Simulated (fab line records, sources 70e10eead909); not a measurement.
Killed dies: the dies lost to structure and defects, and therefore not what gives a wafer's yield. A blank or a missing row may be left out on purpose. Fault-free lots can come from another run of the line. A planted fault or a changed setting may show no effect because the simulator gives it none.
What tool caused it? ; flow nand_harc ; Sampling: 12 lots, 36 wafers, 5 of 1302 route steps

## WHAT THE GAUGES SHOWED, per wafer
NHARC_P_ZERO_WELL_CD_MEAS_24 targets a cd of 720 nm.
lot;measured;on;cd_nm (nm)
L199;day 1 23:01;cd_sem-02;719.9 720.3 718.3
L202;day 3 04:29;cd_sem-03;708.1 708.8 706.9
L203;day 3 14:34;cd_sem-03;720.3 720.4 720.9
L205;day 4 10:31;cd_sem-01;721.0 720.2 721.6
L211;day 6 22:40;cd_sem-01;718.9 721.5 724.6
L212;day 7 08:23;cd_sem-01;724.0 718.3 719.5
L213;day 7 18:32;cd_sem-01;719.6 722.2 719.8
L214;day 8 05:58;cd_sem-01;717.8 723.3 719.3
L215;day 8 14:30;cd_sem-01;716.9 718.9 718.9
L216;day 9 00:28;cd_sem-02;720.7 719.4 719.0
L217;day 9 10:37;cd_sem-01;719.5 721.7 724.6
L219;day 10 06:28;cd_sem-01;721.9 719.0 719.4

NHARC_P_STI_INSPECT_25.
lot;measured;on;raw_defect_count
L199;day 4 08:07;defect_inspect-02;619 285 277
L202;day 5 05:11;defect_inspect-02;292 196 272
L203;day 5 13:29;defect_inspect-02;261 177 239
L205;day 6 13:58;defect_inspect-02;108 118 138
L211;day 8 21:47;defect_inspect-01;99 200 273
L212;day 9 07:32;defect_inspect-01;282 283 344
L213;day 10 00:26;defect_inspect-02;123 171 150
L214;day 10 05:02;defect_inspect-02;134 149 129
L215;day 10 17:14;defect_inspect-01;181 162 200
L216;day 11 05:14;defect_inspect-01;187 171 267
L217;day 11 20:41;defect_inspect-01;158 115 145
L219;day 12 07:41;defect_inspect-02;590 332 507

## TOOL THAT RAN EACH LOT (tool first, then ch and the chambers of the sampled wafers, then the start)
lot;NHARC_P_ZERO_WELL_EXPOSE_21;NHARC_P_ZERO_WELL_DESCUM_26;NHARC_P_STI_CMP_21
L199;krf_scanner-02 ch 0, day 1 22:52;rie_diel-11 ch 0,1,3, day 1 23:11;cmp-04 ch 1,2,3, day 4 00:22
L202;krf_scanner-04 ch 0, day 3 04:20;rie_diel-11 ch 0,1,3, day 3 04:38;cmp-04 ch 0,1,3, day 4 21:25
L203;krf_scanner-04 ch 0, day 3 14:25;rie_diel-11 ch 0,1,2, day 3 14:46;cmp-01 ch 1,3, day 5 05:44
L205;krf_scanner-01 ch 0, day 4 10:22;rie_diel-06 ch 1,2,3, day 4 10:41;cmp-04 ch 1,3, day 6 05:17
L211;krf_scanner-04 ch 0, day 6 22:31;rie_diel-11 ch 1,3, day 6 22:50;cmp-04 ch 1,2,3, day 8 14:03
L212;krf_scanner-04 ch 0, day 7 08:13;rie_diel-06 ch 0,2,3, day 7 08:34;cmp-04 ch 0,3, day 8 23:06
L213;krf_scanner-04 ch 0, day 7 18:22;rie_diel-01 ch 1,3, day 7 18:42;cmp-04 ch 0,3, day 9 15:02
L214;krf_scanner-01 ch 0, day 8 05:49;rie_diel-06 ch 0,1,2, day 8 06:10;cmp-01 ch 2,3, day 9 20:49
L215;krf_scanner-01 ch 0, day 8 14:21;rie_diel-06 ch 1,3, day 8 14:39;cmp-02 ch 0,1,2, day 10 08:46
L216;krf_scanner-01 ch 0, day 9 00:19;rie_diel-11 ch 1,3, day 9 00:40;cmp-01 ch 0,1, day 10 20:46
L217;krf_scanner-04 ch 0, day 9 10:27;rie_diel-11 ch 0,1,2, day 9 10:46;cmp-04 ch 0,1,3, day 11 10:23
L219;krf_scanner-01 ch 0, day 10 06:18;rie_diel-01 ch 1,2,3, day 10 06:37;cmp-04 ch 0,1,3, day 11 23:16
- NHARC_P_ZERO_WELL_EXPOSE_21: exposes mask P NWELL, target cd 720 nm.
- NHARC_P_ZERO_WELL_DESCUM_26: chemistry O2, time 3 s.
- NHARC_P_STI_CMP_21: polishes, t overpolish 20 s, target thk 380.67 nm.

## WHAT THE TOOLS THEMSELVES READ (means of the sampled wafers that have a number; where no wafer has one, the mark that the record gives instead)
NHARC_P_ZERO_WELL_DESCUM_26.
lot;tool;drypump_motor_current_A (A);oes_product_au (a.u.);rf_vpp_V (V);showerhead_plenum_p_Torr (Torr);throttle_valve_pct (%)
L199;rie_diel-11;5.0;1.007;57.6;1.88;11.316
L202;rie_diel-11;5.0;1.006;57.6;1.87;11.303
L203;rie_diel-11;5.2;1.002;57.0;1.88;11.301
L205;rie_diel-06;5.8;1.010;57.6;1.84;11.306
L211;rie_diel-11;5.3;0.998;58.2;1.87;11.307
L212;rie_diel-06;5.7;1.006;58.2;1.84;11.314
L213;rie_diel-01;5.6;0.983;58.1;1.87;11.304
L214;rie_diel-06;5.7;1.004;57.8;1.84;11.312
L215;rie_diel-06;5.9;1.004;57.0;1.79;11.310
L216;rie_diel-11;5.3;0.999;58.0;1.86;11.320
L217;rie_diel-11;5.2;1.001;57.7;1.87;11.313
L219;rie_diel-01;5.9;0.998;57.9;1.91;11.313

NHARC_P_STI_CMP_21.
lot;tool;edge_zone_pressure_frac;motor_current_A (A);overpolish_run_s (s);slurry_filter_dp_kPa (kPa)
L199;cmp-04;1.004;11.9;20.007;13.55
L202;cmp-04;1.003;11.8;19.995;13.70
L203;cmp-01;0.997;13.3;20.001;13.56
L205;cmp-04;1.000;12.7;19.997;13.62
L211;cmp-04;1.002;11.8;20.005;13.55
L212;cmp-04;1.001;11.5;20.001;13.46
L213;cmp-04;0.996;11.2;20.001;13.42
L214;cmp-01;0.997;12.2;20.003;13.31
L215;cmp-02;1.004;12.6;20.001;13.54
L216;cmp-01;0.999;11.6;19.988;13.55
L217;cmp-04;1.000;12.0;19.997;13.55
L219;cmp-04;1.002;11.7;20.004;13.54

## THE ANSWER, worked out from the rows above alone
Rule: usual is defined by the lots themselves. Put in order of their means at a reading, lots are off if they are a third of the lots or fewer, leave a main group of 4 or more, and stand apart from it by a gap of 3 or more times the standard deviation of the main group's means; of several such gaps the widest counts. The tables above print the reading to a certain number of digits; a main group whose means all agree to those digits is not used. Also off: a lot with no number at a reading for which 4 or more lots have one. Where the step has rows for the other lots, those lots are counted as sound. Order of review: gauges by route order, followed by the tools' own readings, for which a lot's mean as printed above is used. At the first step where some lot is off, the reading lying furthest off is the one used; lots without a number count as furthest.
Off: L202, at NHARC_P_ZERO_WELL_CD_MEAS_24 (cd_nm). The main group: mean 720.4 nm, standard deviation 0.97.
A tool fits if, at a process step before that reading, it ran every lot that is off, and no sound lot after the first of them. Gauges at NHARC_P_ZERO_WELL_CD_MEAS_24: tried the same way as those tools. Of those tried, none fits.

## WHAT HAD BEEN PUT IN BY THE SIMULATOR
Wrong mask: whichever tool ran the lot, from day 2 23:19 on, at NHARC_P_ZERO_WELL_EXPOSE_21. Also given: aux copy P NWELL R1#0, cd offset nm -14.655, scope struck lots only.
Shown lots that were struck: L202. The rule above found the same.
